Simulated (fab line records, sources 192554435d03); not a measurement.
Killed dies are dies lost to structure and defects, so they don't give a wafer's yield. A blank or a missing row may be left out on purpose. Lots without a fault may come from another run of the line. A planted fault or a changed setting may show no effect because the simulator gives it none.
Chamber matching | flow n5_finfet | N5_BEOL_M9_ETCH_62 on rie_diel-04: 4 sister chambers
The step etches SOC in N2/H2, target depth 110 nm, overetch 22 nm, time 165 s. 8 wafers are shown with their chamber, then 9 later ones without.

WAFERS WITH THEIR CHAMBER
wafer  | chamber | showerhead_plenum_p_Torr (Torr) | oes_product_au (a.u.)
L083.3 | 0       | 2.41                            | 0.62
L082.6 | 2       | 2.60                            | 0.77
L085.1 | 1       | 2.60                            | 0.61
L085.2 | 0       | 2.41                            | 0.62
L085.3 | 2       | 2.59                            | 0.76
L089.2 | 3       | 2.33                            | 0.63
L089.4 | 1       | 2.59                            | 0.61
L089.5 | 3       | 2.33                            | 0.64

WAFERS WITHOUT THEIR CHAMBER
wafer  | showerhead_plenum_p_Torr (Torr) | oes_product_au (a.u.)
L090.1 | 2.33                            | 0.64
L090.2 | 2.59                            | 0.76
L090.3 | 2.40                            | 0.62
L091.1 | 2.59                            | 0.61
L091.5 | 2.40                            | 0.62
L091.6 | 2.33                            | 0.63
L097.2 | 2.40                            | 0.60
L097.5 | 2.58                            | 0.72
L097.6 | 2.32                            | 0.62

WHICH CHAMBER EACH WENT THROUGH
wafer  | from the rows above | in truth
L090.1 | 3                   | 3
L090.2 | 2                   | 2
L090.3 | 0                   | 0
L091.1 | 1                   | 1
L091.5 | 0                   | 0
L091.6 | 3                   | 3
L097.2 | 0                   | 0
L097.5 | 2                   | 2
L097.6 | 3                   | 3
Placed correctly: 9 of 9. Can't be placed from these rows: 0. Placed wrongly: 0.
How it was worked out, from the rows above alone: a wafer's distance from a chamber is the root of the sum, over the readings, of the square of ((its reading less the chamber's mean) divided by the reading's scatter). The wafer belongs to the nearest chamber; if the next one is less than 2 further off, it can't be placed. A chamber's mean is the mean of its shown wafers. The scatter: the root of (the sum of the squares of (reading less its chamber's mean) over the shown wafers, divided by (wafers less chambers)).
